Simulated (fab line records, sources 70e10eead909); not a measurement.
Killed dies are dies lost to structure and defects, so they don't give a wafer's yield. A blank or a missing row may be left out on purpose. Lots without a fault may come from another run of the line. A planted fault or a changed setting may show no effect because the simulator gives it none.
Which tool did it? | flow nand_harc | 10 lots, 30 wafers sampled, at 7 steps of a route of 1159

WHAT THE GAUGES READ, wafer by wafer
NHARC_P_M1_THK_MEAS_24: measures by xrf.
lot  | measured     | on            | thk_nm (nm)
L569 | day 6 05:04  | film_metro-02 | 155.0 158.3 157.6
L571 | day 7 03:17  | film_metro-02 | 162.2 157.2 156.2
L573 | day 7 04:31  | film_metro-01 | 158.0 156.6 157.5
L574 | day 7 10:40  | film_metro-02 | 156.9 154.5 155.3
L579 | day 8 12:51  | film_metro-02 | 156.6 156.4 156.3
L580 | day 8 20:10  | film_metro-01 | 157.1 159.8 158.8
L582 | day 9 11:15  | film_metro-02 | 30.4 29.5 30.0
L581 | day 9 11:38  | film_metro-02 | 31.0 32.8 29.7
L589 | day 11 06:13 | film_metro-02 | 157.9 158.7 159.3
L592 | day 12 00:07 | film_metro-01 | 158.0 156.1 156.4

NHARC_END_SORT_01.
lot  | measured     | on        | defect_limited_yield (%) | killed_at_array | killed_at_other | killed_at_periphery | killed_dies | killed_open | killed_short | sort_bin_2_pct (%) | sort_bin_3_pct (%) | sort_bin_4_pct (%) | sort_n_pass | sort_rim_yield_pct (%) | sort_yield_pct (%)
L569 | day 20 03:33 | prober-01 | 97.0 96.2 96.5           | 18 21 18        | 0 0 3           | 2 5 3               | 20 26 24    | 3 1 2       | 2 2 3        | 1.2 1.2 1.2        | 0 0.30 0.44        | 1.8 2.4 1.9        | 657 651 653 | 95.3 93.4 95.3         | 97.0 96.2 96.5
L571 | day 20 11:52 | prober-02 | 96.2 95.6 95.3           | 17 21 23        | 1 0 0           | 8 9 9               | 26 30 32    | 2 3 5       | 0 0 1        | 1.2 1.5 1.8        | 0 0.30 0.30        | 2.7 2.7 2.7        | 651 647 645 | 96.2 92.5 98.1         | 96.2 95.6 95.3
L573 | day 21 10:34 | prober-01 | 94.2 94.8 96.2           | 34 27 19        | 2 1 1           | 3 7 6               | 39 35 26    | 4 4 3       | 4 4 0        | 2.1 1.6 0.9        | 0.74 0 0.15        | 3.0 3.5 2.8        | 638 642 651 | 95.3 93.4 98.1         | 94.2 94.8 96.2
L574 | day 21 00:33 | prober-01 | 96.0 95.3 94.8           | 23 27 30        | 0 0 0           | 4 5 5               | 27 32 35    | 3 5 4       | 2 1 2        | 1.6 1.5 1.6        | 0.30 0.30 0.30     | 2.1 3.0 3.2        | 650 645 642 | 93.4 93.4 98.1         | 96.0 95.3 94.8
L579 | day 22 03:38 | prober-02 | 96.0 96.0 94.8           | 20 24 27        | 0 0 0           | 7 3 8               | 27 27 35    | 0 5 6       | 2 0 1        | 1.0 1.5 1.5        | 0.15 0.30 0.30     | 2.8 2.2 3.4        | 650 650 642 | 99.1 95.3 92.5         | 96.0 96.0 94.8
L580 | day 22 04:23 | prober-01 | 94.1 96.2 95.1           | 38 26 33        | 0 0 0           | 2 0 0               | 40 26 33    | 5 1 0       | 0 3 3        | 2.1 1.3 1.5        | 0.15 0.15 0.44     | 3.7 2.4 3.0        | 637 651 644 | 98.1 99.1 99.1         | 94.1 96.2 95.1
L582 | day 22 11:24 | prober-01 | 0 0 0                    | 17 31 24        | 0 0 1           | 660 646 652         | 677 677 677 | 3 0 4       | 1 2 2        | 97.6 96.5 97.0     | 0 0.44 0           | 2.4 3.1 3.0        | 0 0 0       | 0 0 0                  | 0 0 0
L581 | day 24 03:14 | prober-02 | 0 0 0                    | 26 37 35        | 0 0 0           | 651 640 642         | 677 677 677 | 3 7 7       | 1 3 4        | 96.6 95.9 96.0     | 0.15 0.89 0.74     | 3.2 3.2 3.2        | 0 0 0       | 0 0 0                  | 0 0 0
L589 | day 24 17:08 | prober-01 | 92.9 95.1 94.8           | 45 32 31        | 0 0 0           | 3 1 4               | 48 33 35    | 4 0 3       | 1 1 1        | 2.2 2.2 2.2        | 0 0.15 0.44        | 4.9 2.5 2.5        | 629 644 642 | 96.2 91.5 94.3         | 92.9 95.1 94.8
L592 | day 25 00:58 | prober-01 | 94.8 93.1 93.5           | 28 46 39        | 2 0 2           | 5 1 3               | 35 47 44    | 6 2 5       | 3 3 1        | 1.3 2.7 1.0        | 0.15 0 0.44        | 3.7 4.3 5.0        | 642 630 633 | 93.4 97.2 97.2         | 94.8 93.1 93.5

WHICH TOOL RAN EACH LOT (tool, then ch and the chambers of the sampled wafers, then the start)
lot  | NHARC_P_M1_ETCH_35                 | NHARC_P_M1_PRE_CLEAN_30                 | NHARC_P_M1_PVD_20                       | NHARC_P_M1_ECD_22              | NHARC_P_M1_CMP_23
L569 | rie_diel-09 ch 0,3, day 6 02:40    | pvd_sputter-01, day 6 04:11 or earlier  | pvd_sputter-01, day 6 04:11 or earlier  | ecd_cu-01 ch 0,1, day 6 04:11  | cmp-01 ch 0,3, day 6 04:47
L571 | rie_diel-09 ch 2,3, day 7 00:54    | pvd_sputter-03, day 7 02:19 or earlier  | pvd_sputter-03, day 7 02:19 or earlier  | ecd_cu-01 ch 0,1, day 7 02:19  | cmp-01 ch 0,1,3, day 7 03:02
L573 | rie_diel-13 ch 0,1,2, day 7 02:10  | pvd_sputter-01, day 7 03:37 or earlier  | pvd_sputter-01, day 7 03:37 or earlier  | ecd_cu-02 ch 0,1, day 7 03:37  | cmp-04 ch 0,1,2, day 7 04:17
L574 | rie_diel-01 ch 1,2,3, day 7 08:18  | pvd_sputter-01, day 7 09:37 or earlier  | pvd_sputter-01, day 7 09:37 or earlier  | ecd_cu-01 ch 0,1, day 7 09:37  | cmp-02 ch 0,2, day 7 10:21
L579 | rie_diel-13 ch 0,1,2, day 8 10:30  | pvd_sputter-02, day 8 11:49 or earlier  | pvd_sputter-02, day 8 11:49 or earlier  | ecd_cu-01 ch 0,1, day 8 11:49  | cmp-04 ch 0,1,2, day 8 12:32
L580 | rie_diel-01 ch 0,2, day 8 17:12    | pvd_sputter-01, day 8 19:10 or earlier  | pvd_sputter-01, day 8 19:10 or earlier  | ecd_cu-01 ch 0,1, day 8 19:10  | cmp-02 ch 0,1,3, day 8 19:50
L582 | rie_diel-09 ch 1,2, day 9 08:55    | pvd_sputter-01, day 9 10:16 or earlier  | pvd_sputter-01, day 9 10:16 or earlier  | ecd_cu-02 ch 0,1, day 9 10:16  | cmp-02 ch 0,1,2, day 9 10:59
L581 | rie_diel-01 ch 0,1,2, day 9 09:19  | pvd_sputter-03, day 9 10:36 or earlier  | pvd_sputter-03, day 9 10:36 or earlier  | ecd_cu-01 ch 0,1, day 9 10:36  | cmp-01 ch 0,3, day 9 11:21
L589 | rie_diel-13 ch 0,2,3, day 11 03:52 | pvd_sputter-03, day 11 05:11 or earlier | pvd_sputter-03, day 11 05:11 or earlier | ecd_cu-01 ch 0,1, day 11 05:11 | cmp-04 ch 0,1,2, day 11 05:54
L592 | rie_diel-13 ch 1,2,3, day 11 21:47 | pvd_sputter-01, day 11 23:05 or earlier | pvd_sputter-01, day 11 23:05 or earlier | ecd_cu-01 ch 0,1, day 11 23:05 | cmp-04 ch 0,1,2, day 11 23:48
- NHARC_P_M1_ETCH_35: etches the open film in N2/H2, target depth 40 nm, overetch 12 nm, time 43.94 s.
- NHARC_P_M1_PRE_CLEAN_30: time 30 s.
- NHARC_P_M1_PVD_20: deposits TaN, target thk 5 nm, time 8.06 s.
- NHARC_P_M1_ECD_22: material Cu, target thk 400 nm.
- NHARC_P_M1_CMP_23: polishes, t overpolish 20 s, target thk 157.82 nm.

WHAT THE TOOLS THEMSELVES READ (means of the sampled wafers that have a number; where no wafer has one, the mark that the record gives instead)
NHARC_P_M1_ETCH_35.
lot  | tool        | chamber_pressure_mTorr (mTorr) | drypump_motor_current_A (A) | oes_product_au (a.u.) | rf_vpp_V (V) | showerhead_plenum_p_Torr (Torr) | throttle_valve_pct (%)
L569 | rie_diel-09 | 30.003                         | 5.2                         | 1.008                 | 427.9        | 1.96                            | 14.175
L571 | rie_diel-09 | 30.011                         | 5.2                         | 1.013                 | 428.5        | 1.95                            | 14.174
L573 | rie_diel-13 | 29.980                         | 5.4                         | 0.999                 | 433.0        | 2.12                            | 14.174
L574 | rie_diel-01 | 30.002                         | 5.7                         | 0.996                 | 431.5        | 2.08                            | 14.164
L579 | rie_diel-13 | 29.979                         | 5.4                         | 0.996                 | 433.0        | 2.12                            | 14.176
L580 | rie_diel-01 | 30.006                         | 5.2                         | 1.010                 | 431.2        | 2.04                            | 14.174
L582 | rie_diel-09 | 30.021                         | 5.6                         | 1.006                 | 428.4        | 1.95                            | 14.168
L581 | rie_diel-01 | 30.021                         | 5.6                         | 1.005                 | 431.7        | 2.07                            | 14.165
L589 | rie_diel-13 | 30.010                         | 5.4                         | 0.996                 | 431.5        | 2.09                            | 14.172
L592 | rie_diel-13 | 29.997                         | 5.7                         | 0.996                 | 431.3        | 2.08                            | 14.167

NHARC_P_M1_PRE_CLEAN_30.
lot  | tool           | heater_power_w (W)
L569 | pvd_sputter-01 | 374
L571 | pvd_sputter-03 | 414
L573 | pvd_sputter-01 | 384
L574 | pvd_sputter-01 | 353
L579 | pvd_sputter-02 | 439
L580 | pvd_sputter-01 | 352
L582 | pvd_sputter-01 | 351
L581 | pvd_sputter-03 | 402
L589 | pvd_sputter-03 | 378
L592 | pvd_sputter-01 | 381

NHARC_P_M1_PVD_20.
lot  | tool           | bias_v (V) | throttle_valve_pct (%)
L569 | pvd_sputter-01 | 168.2      | 30.6
L571 | pvd_sputter-03 | 167.8      | 30.0
L573 | pvd_sputter-01 | 169.9      | 31.4
L574 | pvd_sputter-01 | 168.8      | 30.2
L579 | pvd_sputter-02 | 168.0      | 29.7
L580 | pvd_sputter-01 | 169.8      | 30.5
L582 | pvd_sputter-01 | 166.4      | 29.9
L581 | pvd_sputter-03 | 170.6      | 30.3
L589 | pvd_sputter-03 | 168.9      | 30.0
L592 | pvd_sputter-01 | 167.8      | 29.8

NHARC_P_M1_ECD_22.
lot  | tool      | bath_heat_duty_pct (%) | bath_temp_c (C)
L569 | ecd_cu-01 | 6.1                    | 25.01
L571 | ecd_cu-01 | 5.8                    | 25.03
L573 | ecd_cu-02 | 4.8                    | 24.99
L574 | ecd_cu-01 | 6.4                    | 25.08
L579 | ecd_cu-01 | 6.2                    | 25.03
L580 | ecd_cu-01 | 5.6                    | 25.02
L582 | ecd_cu-02 | -                      | -
L581 | ecd_cu-01 | -                      | -
L589 | ecd_cu-01 | 6.4                    | 25.00
L592 | ecd_cu-01 | 5.8                    | 25.04

NHARC_P_M1_CMP_23.
lot  | tool   | motor_current_A (A) | slurry_filter_dp_kPa (kPa) | time_to_endpoint_s (s)
L569 | cmp-01 | 13.0                | 13.50                      | 26.5
L571 | cmp-01 | 12.2                | 13.57                      | 25.0
L573 | cmp-04 | 12.7                | 13.45                      | 31.1
L574 | cmp-02 | 12.3                | 13.64                      | 27.4
L579 | cmp-04 | 12.4                | 13.57                      | 27.4
L580 | cmp-02 | 12.1                | 13.52                      | 27.6
L582 | cmp-02 | 11.7                | 13.43                      | 0.3
L581 | cmp-01 | 12.1                | 13.44                      | 3.3
L589 | cmp-04 | 12.9                | 13.65                      | 28.6
L592 | cmp-04 | 12.5                | 13.55                      | 30.4

THE ANSWER, worked out from the rows above alone
Rule: what is usual is taken from the lots themselves. Put in order of their means at a reading, lots are off if they are a third of the lots or fewer, leave a main group of 4 or more, and stand apart from it by a gap of 3 or more times the standard deviation of the main group's means; of several such gaps the widest counts. A main group whose means are all the same, to the digits that the tables above print for the reading, isn't used. A lot without any number at a reading at which 4 lots or more have one is off too. The other lots that the step has rows for count as sound. The gauges are gone through in route order, then the tools' own readings, and for those a lot's mean is taken as printed above. The first step at which some lot is off is used, and at that step the reading that is off furthest; a lot without a number counts as furthest.
Off: L582, L581, at NHARC_P_M1_THK_MEAS_24 (thk_nm). The main group: mean 157.4 nm, standard deviation 1.1.
A tool fits if, at a process step before that reading, it ran every lot that is off, and no sound lot after the first of them. The gauges at NHARC_P_M1_THK_MEAS_24 aren't tried: what is off there is off at NHARC_END_SORT_01 too, on other tools, and a gauge's error can't cause that. NHARC_P_M1_PRE_CLEAN_30 gives no start for some lots, so the hours and the order of its lots are those of NHARC_P_M1_ECD_22. NHARC_P_M1_PVD_20 gives no start for some lots, so the hours and the order of its lots are those of NHARC_P_M1_ECD_22. None of those tried fits.

WHAT THE SIMULATOR HAD PUT IN
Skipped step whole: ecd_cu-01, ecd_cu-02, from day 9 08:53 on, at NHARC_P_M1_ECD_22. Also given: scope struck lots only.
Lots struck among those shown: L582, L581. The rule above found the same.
